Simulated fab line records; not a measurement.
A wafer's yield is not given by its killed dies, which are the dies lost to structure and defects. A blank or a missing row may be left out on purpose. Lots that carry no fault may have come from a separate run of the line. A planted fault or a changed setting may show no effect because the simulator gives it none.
fab line records	flow n5-finfet
[record] lots = 7	wafers = 21
route steps=1938 shown BEOL_M3@941 BEOL_M5@1123 BEOL_M6@1198
start-h: the number of hours between the record's first day and the start of the first shown wafer of the lot	wait-h: hours elapsed since this lot's preceding step	" the same as in the row above	L1.1+2: a row that stands for several wafers	- value missing, or start not given	* or withheld: withheld	< > ~ a bound
route shown NAME@n: NAME is a module with steps in the file, n the number in the route of the first one	usual: mean/standard deviation of fault-free wafers	same: alike in all rows	chamber/n: place in a boat	sites: the reading at each site	_std_site: their standard deviation	_edge_site: the outer-site mean with the inner-site mean subtracted	radius-mm: how far each site lies from the wafer's centre	mask NAME#n: copy n	behind: the tool/chamber that last shaped the wafer	hold: why the lot was held/for how many hours/how that ended	device: whichever transistor did not switch (one of n, p or np)	end of line: tests of these same wafers at the route's end	a step with no rows: only its recipe	killed: dies lost to structure and defects at the first sort, not the wafer's yield	map: shows each die of a wafer: x if killed, . if not, _ if none is there
set.NAME: the run value of the setting; set.NAME@STEP: its run value at that earlier step	model.NAME: the simulator's own value behind a step, which no gauge read
lots run with intentionally changed settings; tables by step, rows by wafer
[[steps]]
[step N5_BEOL_M3_EXPOSE_08]
[recipe] mask-id = M3	na = 0.33	source-shape = dipole	sigma-inner = 0.369	sigma-outer = 0.767	polarization = unpolarized	dose-mj = 33
lot.wafer	tool	chamber	start-h	wait-h	mask	set.dose-mj
L078.1+3	euv-scanner-02	0	172.30	-	M3#0	31.32
L078.4	"	0	"	"	M3#0	33
L081.3+4+6	euv-scanner-02	0	192.42	-	M3#0	33
L083.2+4	euv-scanner-01	0	213.25	-	M3#0	33
L083.3	"	0	"	"	M3#0	31.04
L084.1	euv-scanner-02	0	216.24	-	M3#0	35.06
L084.4+5	"	0	"	"	M3#0	33
L085.2+4+5	euv-scanner-02	0	217.50	-	M3#0	33
L095.1	euv-scanner-02	0	280.52	-	M3#0	32.21
L095.4+6	"	0	"	"	M3#0	33
L097.1+2+4	euv-scanner-02	0	290.56	-	M3#0	33
[step N5_BEOL_M3_PEB_09]
[recipe] peb-temp-c = 100	peb-time-s = 60	resist = CAR-EUV
[step N5_BEOL_M3_DEVELOP_10]
[recipe] develop-time-s = 30	developer = TMAH	resist = CAR-EUV	rinse-liquid = surfactant-rinse	dry = air-spin	dev-temp-c = 23
[step N5_BEOL_M3_CD_MEAS_11]
[recipe] target-cd-nm = 17.05	landing-energy-ev = 500	detector = se-inlens	polarity = opening
[usual] cd-nm = 17.14/0.24
lot.wafer	tool	chamber	start-h	wait-h	set.dose-mj@BEOL_M3_EXPOSE_08	cd-nm
L078.1	cd-sem-02	0	172.43	-	31.32	16.09
L078.3	"	0	"	"	31.32	16.11
L078.4	"	0	"	"	33	17.12
L081.3	cd-sem-01	0	192.54	-	33	17.23
L081.4	"	0	"	"	33	17.10
L081.6	"	0	"	"	33	17.28
L083.2	cd-sem-03	0	213.37	-	33	16.91
L083.3	"	0	"	"	31.04	15.95
L083.4	"	0	"	"	33	17.04
L084.1	cd-sem-01	0	216.37	-	35.06	18.77
L084.4	"	0	"	"	33	17.19
L084.5	"	0	"	"	33	17.15
L085.2	cd-sem-01	0	217.62	-	33	16.97
L085.4	"	0	"	"	33	16.95
L085.5	"	0	"	"	33	17.13
L095.1	cd-sem-02	0	280.65	-	32.21	16.79
L095.4	"	0	"	"	33	17.05
L095.6	"	0	"	"	33	17.29
L097.1	cd-sem-02	0	290.68	-	33	17.23
L097.2	"	0	"	"	33	17.06
L097.4	"	0	"	"	33	16.91
[step N5_BEOL_M3_DESCUM_16]
[recipe] chemistry = O2	time-s = 7	source-power-w = 50	bias-power-w = 20	pressure-mtorr = 20	rf-frequency-hz = 2.712e+07	temp-c = 40	resist = CAR-EUV	o2-flow-sccm = 225
[step N5_BEOL_M3_ETCH_74]
[recipe] chemistry = N2/H2	target = underlayer	target-depth-a = 65	mask-material = CAR-EUV	time-s = 5.2	ion-energy-ev = 200	pressure-mtorr = 30	source-w = 840	bias-w = 150	n2-flow-sccm = 200	h2-flow-sccm = 200	ends = cleared
lot.wafer	tool	chamber	start-h	wait-h	set.dose-mj@BEOL_M3_EXPOSE_08	model.BEOL_M3.cd-offset-nm
L078.1	rie-diel-01	1	172.76	0.0	31.32	-1.2
L078.3	"	3	"	"	31.32	-1
L078.4	"	1	"	"	33	-0.2
L081.3+4	rie-diel-01	3,2	192.69	0.0	33	0.4
L081.6	"	1	"	"	33	0.2
L083.2	rie-diel-01	1	213.65	0.0	33	-0.2
L083.3	"	0	"	"	31.04	-1.2
L083.4	"	3	"	"	33	0.2
L084.1	rie-diel-06	3	216.55	0.0	35.06	1.2
L084.4	"	0	"	"	33	0.4
L084.5	"	2	"	"	33	0.2
L085.2+4	rie-diel-02	0,3	217.78	0.0	33	0
L085.5	"	2	"	"	33	-0.2
L095.1	rie-diel-01	3	280.85	0.0	32.21	-0.2
L095.4+6	"	1,3	"	"	33	0.2
L097.1	rie-diel-01	2	290.84	0.0	33	0.2
L097.2+4	"	3,0	"	"	33	0
[step N5_BEOL_M3_ETCH_63]
[recipe] chemistry = CF4	target = SiARC	target-depth-a = 156	mask-material = CAR-EUV	time-s = 26	ion-energy-ev = 80	pressure-mtorr = 40	source-w = 545	bias-w = 36	Ar_flow_sccm = 100	cf4-flow-sccm = 100	ends = cleared
lot.wafer	tool	chamber	start-h	wait-h	set.dose-mj@BEOL_M3_EXPOSE_08	model.BEOL_M3.cd-offset-nm
L078.1	rie-diel-01	1	172.78	0.0	31.32	-1
L078.3	"	3	"	"	31.32	-0.8
L078.4	"	1	"	"	33	0
L081.3	rie-diel-01	3	192.71	0.0	33	0.4
L081.4+6	"	2,1	"	"	33	0.2
L083.2	rie-diel-01	1	213.67	0.0	33	-0.2
L083.3	"	0	"	"	31.04	-1.2
L083.4	"	3	"	"	33	0.2
L084.1	rie-diel-06	3	216.57	0.0	35.06	1.2
L084.4	"	0	"	"	33	0.6
L084.5	"	2	"	"	33	0.4
L085.2+5	rie-diel-02	0,2	217.80	0.0	33	-0.2
L085.4	"	3	"	"	33	0
L095.1	rie-diel-01	3	280.87	0.0	32.21	-0.2
L095.4	"	1	"	"	33	0.4
L095.6	"	3	"	"	33	0.2
L097.1+2	rie-diel-01	2,3	290.86	0.0	33	0.2
L097.4	"	0	"	"	33	0
[step N5_BEOL_M3_ETCH_64]
[recipe] chemistry = N2/H2	target = SOC	target-depth-a = 750	overetch-a = 150	mask-material = SiARC	temp-c = 40	time-s = 112.5	ion-energy-ev = 200	pressure-mtorr = 30	source-w = 840	bias-w = 150	n2-flow-sccm = 200	h2-flow-sccm = 200
[step N5_BEOL_M3_STRIP_65]
[recipe] chemistry = N2/H2	temp-c = 40	n2-flow-sccm = 200	h2-flow-sccm = 200	rf-frequency-hz = 6e+07
[step N5_BEOL_M3_STRIP_75]
[recipe] chemistry = N2/H2	temp-c = 40	n2-flow-sccm = 200	h2-flow-sccm = 200	rf-frequency-hz = 6e+07
[step N5_BEOL_M3_STRIP_66]
[recipe] chemistry = CF4	resist = SiARC	power-w = 300	bias-power-w = 75	pressure-mtorr = 50	cf4-flow-sccm = 150	rf-frequency-hz = 6e+07
[step N5_BEOL_M3_HM_OPEN_17]
[recipe] chemistry = Cl2/BCl3	target-depth-a = 200	overetch-a = 60	target = TiN	mask-material = SOC	ion-energy-ev = 150	pressure-mtorr = 10	icp-w = 1000	bias-w = 126	Cl2_flow_sccm = 53.25	bcl3-flow-sccm = 21.75	Ar_flow_sccm = 25
lot.wafer	tool	chamber	start-h	wait-h	set.dose-mj@BEOL_M3_EXPOSE_08	model.BEOL_M3.cd-offset-nm
L078.1	rie-metal-01	0	172.98	0.0	31.32	-1
L078.3	"	0	"	"	31.32	-0.8
L078.4	"	1	"	"	33	0
L081.3	rie-metal-02	0	192.93	0.1	33	0
L081.4	"	1	"	"	33	0.8
L081.6	"	1	"	"	33	0.2
L083.2+4	rie-metal-03	1,0	213.87	0.0	33	-0.4
L083.3	"	1	"	"	31.04	-1.4
L084.1	rie-metal-03	1	216.76	0.0	35.06	1.4
L084.4	"	1	"	"	33	0.8
L084.5	"	1	"	"	33	0.6
L085.2	rie-metal-01	1	217.99	0.0	33	0
L085.4	"	0	"	"	33	0.2
L085.5	"	0	"	"	33	-0.2
L095.1	rie-metal-02	1	281.06	0.0	32.21	-0.2
L095.4	"	0	"	"	33	0.2
L095.6	"	0	"	"	33	0
L097.1+4	rie-metal-02	0	291.05	0.0	33	0
L097.2	"	1	"	"	33	0.2
[step N5_BEOL_M5_EXPOSE_08]
[recipe] mask-id = M5	na = 0.33	source-shape = annular	sigma-inner = 0.4	sigma-outer = 0.8	polarization = unpolarized	target-cd-nm = 28	dose-mj = 35.75
lot.wafer	tool	chamber	start-h	wait-h	mask	set.dose-mj
L078.1+3+4	euv-scanner-01	0	209.56	-	M5#0	35.75
L081.3+4+6	euv-scanner-02	0	224.91	-	M5#0	35.75
L083.2+4	euv-scanner-02	0	244.24	-	M5#0	36.92
L083.3	"	0	"	"	M5#0	35.75
L084.1+4	euv-scanner-02	0	244.33	-	M5#0	33.75
L084.5	"	0	"	"	M5#0	35.75
L085.2+5	euv-scanner-02	0	254.08	-	M5#0	35.75
L085.4	"	0	"	"	M5#0	37.75
L095.1+4+6	euv-scanner-01	0	307.21	-	M5#0	35.75
L097.1	euv-scanner-01	0	315.40	-	M5#0	38.31
L097.2+4	"	0	"	"	M5#0	35.75
[step N5_BEOL_M5_PEB_09]
[recipe] peb-temp-c = 100	peb-time-s = 60	resist = CAR-EUV
[step N5_BEOL_M5_DEVELOP_10]
[recipe] develop-time-s = 30	developer = TMAH	resist = CAR-EUV	rinse-liquid = surfactant-rinse	dry = air-spin	dev-temp-c = 23
[step N5_BEOL_M5_CD_MEAS_11]
[recipe] target-cd-nm = 27.74	landing-energy-ev = 500	detector = se-inlens
[usual] cd-nm = 28.03/0.23
lot.wafer	tool	chamber	start-h	wait-h	set.dose-mj@BEOL_M5_EXPOSE_08	cd-nm
L078.1	cd-sem-01	0	209.69	-	35.75	28.01
L078.3	"	0	"	"	35.75	27.93
L078.4	"	0	"	"	35.75	27.88
L081.3	cd-sem-02	0	225.03	-	35.75	28.29
L081.4	"	0	"	"	35.75	27.97
L081.6	"	0	"	"	35.75	27.99
L083.2	cd-sem-01	0	244.36	-	36.92	28.90
L083.3	"	0	"	"	35.75	28.35
L083.4	"	0	"	"	36.92	28.71
L084.1	cd-sem-03	0	244.46	-	33.75	26.36
L084.4	"	0	"	"	33.75	26.50
L084.5	"	0	"	"	35.75	27.83
L085.2	cd-sem-03	0	254.21	-	35.75	28.19
L085.4	"	0	"	"	37.75	29.24
L085.5	"	0	"	"	35.75	27.61
L095.1	cd-sem-02	0	307.34	-	35.75	27.88
L095.4	"	0	"	"	35.75	28.29
L095.6	"	0	"	"	35.75	27.92
L097.1	cd-sem-02	0	315.53	-	38.31	30.08
L097.2	"	0	"	"	35.75	28.23
L097.4	"	0	"	"	35.75	28.16
[step N5_BEOL_M5_DESCUM_16]
[recipe] chemistry = O2	time-s = 7	source-power-w = 50	bias-power-w = 20	pressure-mtorr = 20	rf-frequency-hz = 2.712e+07	temp-c = 40	resist = CAR-EUV	o2-flow-sccm = 225
lot.wafer	tool	chamber	start-h	wait-h	set.dose-mj@BEOL_M5_EXPOSE_08	model.BEOL_M5.cd-nm
L078.1+4	rie-diel-01	0,2	209.81	0.0	35.75	27.8
L078.3	"	1	"	"	35.75	28
L081.3	rie-diel-02	2	225.15	0.0	35.75	28.2
L081.4+6	"	0,3	"	"	35.75	28
L083.2	rie-diel-06	3	244.82	0.4	36.92	28.8
L083.3	"	1	"	"	35.75	28.4
L083.4	"	0	"	"	36.92	29.2
L084.1	rie-diel-01	1	244.90	0.3	33.75	26.6
L084.4	"	3	"	"	33.75	26.4
L084.5	"	1	"	"	35.75	28
L085.2	rie-diel-06	2	254.33	0.0	35.75	28
L085.4	"	3	"	"	37.75	29.2
L085.5	"	3	"	"	35.75	27.8
L095.1	rie-diel-02	3	307.95	0.5	35.75	27.8
L095.4+6	"	2,1	"	"	35.75	28.2
L097.1	rie-diel-01	0	315.65	0.0	38.31	29.6
L097.2	"	2	"	"	35.75	28.2
L097.4	"	3	"	"	35.75	28
[step N5_BEOL_M5_ETCH_72]
[recipe] chemistry = N2/H2	target = underlayer	target-depth-a = 65	mask-material = CAR-EUV	time-s = 5.2	ion-energy-ev = 200	pressure-mtorr = 30	source-w = 840	bias-w = 150	n2-flow-sccm = 200	h2-flow-sccm = 200	ends = cleared
[step N5_BEOL_M5_ETCH_61]
[recipe] chemistry = CF4	target = SiARC	target-depth-a = 156	mask-material = CAR-EUV	time-s = 26	ion-energy-ev = 80	pressure-mtorr = 40	source-w = 545	bias-w = 36	Ar_flow_sccm = 100	cf4-flow-sccm = 100	ends = cleared
lot.wafer	tool	chamber	start-h	wait-h	set.dose-mj@BEOL_M5_EXPOSE_08	model.BEOL_M5.cd-nm
L078.1	rie-diel-01	0	209.86	0.0	35.75	27.6
L078.3	"	1	"	"	35.75	27.8
L078.4	"	2	"	"	35.75	28
L081.3	rie-diel-02	2	225.20	0.0	35.75	28.4
L081.4	"	0	"	"	35.75	28.2
L081.6	"	3	"	"	35.75	28
L083.2	rie-diel-06	3	244.87	0.0	36.92	28.8
L083.3	"	1	"	"	35.75	28.4
L083.4	"	0	"	"	36.92	29.2
L084.1+4	rie-diel-01	1,3	244.95	0.0	33.75	26.4
L084.5	"	1	"	"	35.75	27.8
L085.2	rie-diel-06	2	254.38	0.0	35.75	28.2
L085.4	"	3	"	"	37.75	29
L085.5	"	3	"	"	35.75	27.6
L095.1	rie-diel-02	3	308.00	0.0	35.75	27.8
L095.4+6	"	2,1	"	"	35.75	28.2
L097.1	rie-diel-01	0	315.71	0.0	38.31	29.4
L097.2	"	2	"	"	35.75	28.2
L097.4	"	3	"	"	35.75	28
[step N5_BEOL_M5_ETCH_62]
[recipe] chemistry = N2/H2	target = SOC	target-depth-a = 750	overetch-a = 150	mask-material = SiARC	temp-c = 40	time-s = 112.5	ion-energy-ev = 200	pressure-mtorr = 30	source-w = 840	bias-w = 150	n2-flow-sccm = 200	h2-flow-sccm = 200
lot.wafer	tool	chamber	start-h	wait-h	set.dose-mj@BEOL_M5_EXPOSE_08	model.BEOL_M5.cd-nm
L078.1+3	rie-diel-01	0,1	209.89	0.0	35.75	27.8
L078.4	"	2	"	"	35.75	28
L081.3	rie-diel-02	2	225.23	0.0	35.75	28.4
L081.4	"	0	"	"	35.75	28
L081.6	"	3	"	"	35.75	28.2
L083.2	rie-diel-06	3	244.90	0.0	36.92	28.8
L083.3	"	1	"	"	35.75	28.4
L083.4	"	0	"	"	36.92	29.2
L084.1	rie-diel-01	1	244.98	0.0	33.75	26
L084.4	"	3	"	"	33.75	26.2
L084.5	"	1	"	"	35.75	27.6
L085.2	rie-diel-06	2	254.41	0.0	35.75	28.2
L085.4	"	3	"	"	37.75	29.2
L085.5	"	3	"	"	35.75	27.6
L095.1	rie-diel-02	3	308.03	0.0	35.75	27.8
L095.4+6	"	2,1	"	"	35.75	28
L097.1	rie-diel-01	0	315.73	0.0	38.31	29.4
L097.2	"	2	"	"	35.75	28.4
L097.4	"	3	"	"	35.75	28
[step N5_BEOL_M6_HM_DEP_02]
[recipe] material = TiN	target-thk-a = 200	temp-c = 25	chamber-pressure-pa = 0.49996
lot.wafer	tool	chamber	start-h	wait-h	set.target-thk-a	model.TiN_of_BEOL_M6_HM_DEP_02.thk-nm
L078.1	pvd-sputter-03	-	220.40	0.4	200	19.8
L078.3+4	"	-	"	"	200	19.6
L081.3	pvd-sputter-01	-	235.98	0.6	200	20.2
L081.4	"	-	"	"	200	19.8
L081.6	"	-	"	"	200	19.6
L083.2	pvd-sputter-02	-	257.95	1.4	185.7	18.4
L083.3+4	"	-	"	"	200	20
L084.1	pvd-sputter-02	-	259.03	0.4	200	19.8
L084.4	"	-	"	"	222.7	22
L084.5	"	-	"	"	222.7	22.2
L085.2+5	pvd-sputter-01	-	266.22	0.7	200	20
L085.4	"	-	"	"	200	20.4
L095.1	pvd-sputter-02	-	318.47	0.6	221.2	22.2
L095.4+6	"	-	"	"	200	20
L097.1	pvd-sputter-01	-	325.62	0.6	200	19.8
L097.2	"	-	"	"	188.6	19.4
L097.4	"	-	"	"	200	20
[step N5_BEOL_M6_EXPOSE_08]
[recipe] mask-id = M6	na = 1.35	source-shape = dipole	sigma-inner = 0.817	sigma-outer = 0.97	polarization = te	dose-mj = 68.25
lot.wafer	tool	chamber	start-h	wait-h	mask	set.dose-mj
L078.1	arfi-scanner-02	0	220.65	-	M6#0	68.25
L078.3+4	"	0	"	"	M6#0	70.2
L081.3+4+6	arfi-scanner-03	0	236.36	-	M6#0	68.25
L083.2+3+4	arfi-scanner-01	0	258.21	-	M6#0	68.25
L084.1+4+5	arfi-scanner-03	0	259.40	-	M6#0	68.25
L085.2+4	arfi-scanner-02	0	266.60	-	M6#0	68.25
L085.5	"	0	"	"	M6#0	63.15
L095.1+4+6	arfi-scanner-02	0	318.84	-	M6#0	68.25
L097.1+4	arfi-scanner-02	0	325.99	-	M6#0	68.25
L097.2	"	0	"	"	M6#0	65.85
[step N5_BEOL_M6_PEB_09]
[recipe] peb-temp-c = withheld	peb-time-s = 60	resist = CAR-ArF
[step N5_BEOL_M6_DEVELOP_10]
[recipe] develop-time-s = 30	developer = TMAH	resist = CAR-ArF	rinse-liquid = diw	dry = air-spin	dev-temp-c = 23
[step N5_BEOL_M6_CD_MEAS_11]
[recipe] target-cd-nm = 38.5	landing-energy-ev = 500	detector = se-inlens	polarity = opening
[usual] cd-nm = 38.7/0.52
lot.wafer	tool	chamber	start-h	wait-h	set.dose-mj@BEOL_M6_EXPOSE_08	cd-nm
L078.1	cd-sem-02	0	220.78	-	68.25	38.9
L078.3	"	0	"	"	70.2	39.6
L078.4	"	0	"	"	70.2	39.7
L081.3	cd-sem-02	0	236.48	-	68.25	38.5
L081.4	"	0	"	"	68.25	38.9
L081.6	"	0	"	"	68.25	38.2
L083.2	cd-sem-02	0	258.33	-	68.25	38.6
L083.3	"	0	"	"	68.25	38.3
L083.4	"	0	"	"	68.25	38.8
L084.1	cd-sem-03	0	259.53	-	68.25	37.5
L084.4	"	0	"	"	68.25	37.0
L084.5	"	0	"	"	68.25	38.0
L085.2	cd-sem-03	0	266.72	-	68.25	38.7
L085.4	"	0	"	"	68.25	39.5
L085.5	"	0	"	"	63.15	35.8
L095.1	cd-sem-01	0	318.97	-	68.25	39.0
L095.4	"	0	"	"	68.25	38.2
L095.6	"	0	"	"	68.25	38.8
L097.1	cd-sem-01	0	326.12	-	68.25	39.2
L097.2	"	0	"	"	65.85	37.4
L097.4	"	0	"	"	68.25	38.5
[step N5_BEOL_M6_DESCUM_16]
[recipe] chemistry = O2	time-s = 7.9	source-power-w = 50	bias-power-w = 20	pressure-mtorr = 20	rf-frequency-hz = 2.712e+07	temp-c = 40	resist = CAR-ArF	o2-flow-sccm = 225
[step N5_BEOL_M6_ETCH_61]
[recipe] chemistry = CF4	target = SiARC	target-depth-a = 455	mask-material = CAR-ArF	time-s = 75.8	ion-energy-ev = 80	pressure-mtorr = 40	source-w = 545	bias-w = 36	Ar_flow_sccm = 100	cf4-flow-sccm = 100	ends = cleared
lot.wafer	tool	chamber	start-h	wait-h	set.dose-mj@BEOL_M6_EXPOSE_08	model.BEOL_M6.cd-offset-nm
L078.1	rie-diel-04	1	220.90	0.0	68.25	0.6
L078.3	"	0	"	"	70.2	1
L078.4	"	3	"	"	70.2	1.6
L081.3+4	rie-diel-04	0,2	236.95	0.0	68.25	0
L081.6	"	2	"	"	68.25	-0.2
L083.2+4	rie-diel-04	1,2	258.45	0.0	68.25	0.4
L083.3	"	3	"	"	68.25	-0.2
L084.1	rie-diel-04	3	259.84	0.0	68.25	-0.6
L084.4	"	2	"	"	68.25	-1.2
L084.5	"	1	"	"	68.25	-0.2
L085.2	rie-diel-04	1	266.84	0.0	68.25	0.6
L085.4	"	2	"	"	68.25	1
L085.5	"	1	"	"	63.15	-2.6
L095.1	rie-diel-03	3	319.09	0.0	68.25	0.2
L095.4	"	2	"	"	68.25	-0.4
L095.6	"	1	"	"	68.25	0.4
L097.1	rie-diel-03	2	326.24	0.0	68.25	0.6
L097.2	"	0	"	"	65.85	-1
L097.4	"	3	"	"	68.25	0
[step N5_BEOL_M6_ETCH_62]
[recipe] chemistry = N2/H2	target = SOC	target-depth-a = 1100	overetch-a = 220	mask-material = SiARC	temp-c = 40	time-s = 165	ion-energy-ev = 200	pressure-mtorr = 30	source-w = 840	bias-w = 150	n2-flow-sccm = 200	h2-flow-sccm = 200
[step N5_BEOL_M6_STRIP_68]
[recipe] chemistry = N2/H2	temp-c = 40	n2-flow-sccm = 200	h2-flow-sccm = 200	rf-frequency-hz = 6e+07
[step N5_BEOL_M6_STRIP_67]
[recipe] chemistry = CF4	resist = SiARC	power-w = 300	bias-power-w = 75	pressure-mtorr = 50	cf4-flow-sccm = 150	rf-frequency-hz = 6e+07
[step N5_BEOL_M6_HM_OPEN_17]
[recipe] chemistry = Cl2/BCl3	target-depth-a = 200	overetch-a = 60	target = TiN	mask-material = SOC	ion-energy-ev = 150	pressure-mtorr = 10	icp-w = 1000	bias-w = 126	Cl2_flow_sccm = 53.25	bcl3-flow-sccm = 21.75	Ar_flow_sccm = 25
lot.wafer	tool	chamber	start-h	wait-h	set.target-thk-a@BEOL_M6_HM_DEP_02	model.etch.depth-nm
L078.1	rie-metal-02	0	221.14	0.0	200	19.86
L078.3	"	0	"	"	200	19.68
L078.4	"	1	"	"	200	19.62
L081.3	rie-metal-02	0	237.23	0.1	200	20.13
L081.4	"	1	"	"	200	19.72
L081.6	"	0	"	"	200	19.56
L083.2	rie-metal-03	0	258.69	0.0	185.7	18.37
L083.3	"	0	"	"	200	20.08
L083.4	"	1	"	"	200	20.07
L084.1	rie-metal-02	1	260.08	0.0	200	19.86
L084.4	"	1	"	"	222.7	22.05
L084.5	"	0	"	"	222.7	22.17
L085.2	rie-metal-02	1	267.08	0.0	200	19.92
L085.4	"	0	"	"	200	20.35
L085.5	"	1	"	"	200	20.09
L095.1	rie-metal-02	0	319.33	0.0	221.2	22.2
L095.4	"	0	"	"	200	20.06
L095.6	"	1	"	"	200	20.09
L097.1	rie-metal-02	0	326.49	0.0	200	19.83
L097.2	"	1	"	"	188.6	19.35
L097.4	"	1	"	"	200	19.94
[[key]]
[split] step = N5_BEOL_M3_EXPOSE_08	setting = dose-mj	stated = 33	by = wafer
[response] step = N5_BEOL_M3_CD_MEAS_11	reading = cd-nm	change = +0.209	per = 1%	r = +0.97
[response] step = N5_BEOL_M3_ETCH_74	reading = model.BEOL_M3.cd-offset-nm	change = +0.173	per = 1%	r = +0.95
[response] step = N5_BEOL_M3_ETCH_63	reading = model.BEOL_M3.cd-offset-nm	change = +0.163	per = 1%	r = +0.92
[response] step = N5_BEOL_M3_HM_OPEN_17	reading = model.BEOL_M3.cd-offset-nm	change = +0.147	per = 1%	r = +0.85
[split] step = N5_BEOL_M5_EXPOSE_08	setting = dose-mj	stated = 35.75	by = wafer
[response] step = N5_BEOL_M5_CD_MEAS_11	reading = cd-nm	change = +0.243	per = 1%	r = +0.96
[response] step = N5_BEOL_M5_DESCUM_16	reading = model.BEOL_M5.cd-nm	change = +0.228	per = 1%	r = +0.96
[response] step = N5_BEOL_M5_ETCH_61	reading = model.BEOL_M5.cd-nm	change = +0.203	per = 1%	r = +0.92
[response] step = N5_BEOL_M5_ETCH_62	reading = model.BEOL_M5.cd-nm	change = +0.21	per = 1%	r = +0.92
[split] step = N5_BEOL_M6_HM_DEP_02	setting = target-thk-a	stated = 200	by = wafer
[response] step = N5_BEOL_M6_HM_DEP_02	reading = model.TiN_of_BEOL_M6_HM_DEP_02.thk-nm	change = +0.196	per = 1%	r = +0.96
[response] step = N5_BEOL_M6_HM_OPEN_17	reading = model.etch.depth-nm	change = +0.195	per = 1%	r = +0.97
[split] step = N5_BEOL_M6_EXPOSE_08	setting = dose-mj	stated = 68.25	by = wafer
[response] step = N5_BEOL_M6_CD_MEAS_11	reading = cd-nm	change = +0.417	per = 1%	r = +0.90
[response] step = N5_BEOL_M6_ETCH_61	reading = model.BEOL_M6.cd-offset-nm	change = +0.419	per = 1%	r = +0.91
